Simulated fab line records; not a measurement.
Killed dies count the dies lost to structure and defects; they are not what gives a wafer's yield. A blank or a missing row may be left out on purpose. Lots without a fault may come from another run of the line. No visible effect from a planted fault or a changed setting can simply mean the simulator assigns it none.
Matching of chambers / flow nand-harc / 3 sister chambers for NHARC_A_STAIRCASE_DEP_325 on pecvd-04
The step deposits SiO2, target thk 3800 nm. 16 wafers are shown with their chamber, then 8 later ones without.

== WAFERS WITH THEIR CHAMBER ==
wafer=L690.2; chamber=0; heater-power-outer-w (W)=335; heater-power-w (W)=605
wafer=L690.3; chamber=1; heater-power-outer-w (W)=381; heater-power-w (W)=685
wafer=L690.5; chamber=0; heater-power-outer-w (W)=295; heater-power-w (W)=573
wafer=L695.1; chamber=1; heater-power-outer-w (W)=406; heater-power-w (W)=712
wafer=L695.5; chamber=2; heater-power-outer-w (W)=261; heater-power-w (W)=501
wafer=L695.6; chamber=1; heater-power-outer-w (W)=357; heater-power-w (W)=630
wafer=L699.1; chamber=0; heater-power-outer-w (W)=419; heater-power-w (W)=693
wafer=L699.2; chamber=2; heater-power-outer-w (W)=315; heater-power-w (W)=586
wafer=L699.6; chamber=1; heater-power-outer-w (W)=340; heater-power-w (W)=623
wafer=L703.4; chamber=2; heater-power-outer-w (W)=259; heater-power-w (W)=526
wafer=L703.5; chamber=1; heater-power-outer-w (W)=346; heater-power-w (W)=621
wafer=L703.6; chamber=0; heater-power-outer-w (W)=306; heater-power-w (W)=560
wafer=L708.3; chamber=2; heater-power-outer-w (W)=369; heater-power-w (W)=664
wafer=L708.4; chamber=2; heater-power-outer-w (W)=274; heater-power-w (W)=521
wafer=L708.6; chamber=1; heater-power-outer-w (W)=335; heater-power-w (W)=585
wafer=L710.4; chamber=2; heater-power-outer-w (W)=270; heater-power-w (W)=535

SIGNATURES, as means of the wafers listed above
reading=heater-power-outer-w; chamber 0=338.75; chamber 1=360.83; chamber 2=291.33; scatter within a chamber=41.6
reading=heater-power-w; chamber 0=607.75; chamber 1=642.67; chamber 2=555.50; scatter within a chamber=55.4
Rule: for a wafer and a chamber, the distance is found by dividing, reading by reading, the gap between the wafer's reading and the chamber's mean by the reading's scatter, squaring, summing and taking the root. If the next closest chamber is less than 2 further off than the closest, the wafer can't be placed; otherwise it belongs to the closest. The scatter: take each reading less its chamber's mean, square it, sum over the shown wafers, divide by the number of wafers less the number of chambers, and take the root.

== WAFERS MISSING THEIR CHAMBER ==
wafer=L710.5; heater-power-outer-w (W)=331; heater-power-w (W)=607
wafer=L710.6; heater-power-outer-w (W)=280; heater-power-w (W)=529
wafer=L711.1; heater-power-outer-w (W)=437; heater-power-w (W)=753
wafer=L711.5; heater-power-outer-w (W)=323; heater-power-w (W)=609
wafer=L711.6; heater-power-outer-w (W)=278; heater-power-w (W)=534
wafer=L713.1; heater-power-outer-w (W)=354; heater-power-w (W)=634
wafer=L713.3; heater-power-outer-w (W)=360; heater-power-w (W)=644
wafer=L713.6; heater-power-outer-w (W)=324; heater-power-w (W)=616

== EACH ONE'S CHAMBER ==
wafer=L710.5; from the rows above=can't be placed: 0 or 1 or 2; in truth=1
wafer=L710.6; from the rows above=can't be placed: 2 or 0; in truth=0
wafer=L711.1; from the rows above=can't be placed: 1 or 0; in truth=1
wafer=L711.5; from the rows above=can't be placed: 0 or 1 or 2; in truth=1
wafer=L711.6; from the rows above=can't be placed: 2 or 0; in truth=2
wafer=L713.1; from the rows above=can't be placed: 1 or 0 or 2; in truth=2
wafer=L713.3; from the rows above=can't be placed: 1 or 0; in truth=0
wafer=L713.6; from the rows above=can't be placed: 0 or 1 or 2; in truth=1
Correctly placed: 0 of 8. These rows do not allow placing 8 (true chamber among the candidates in 8). 0 placed wrongly.
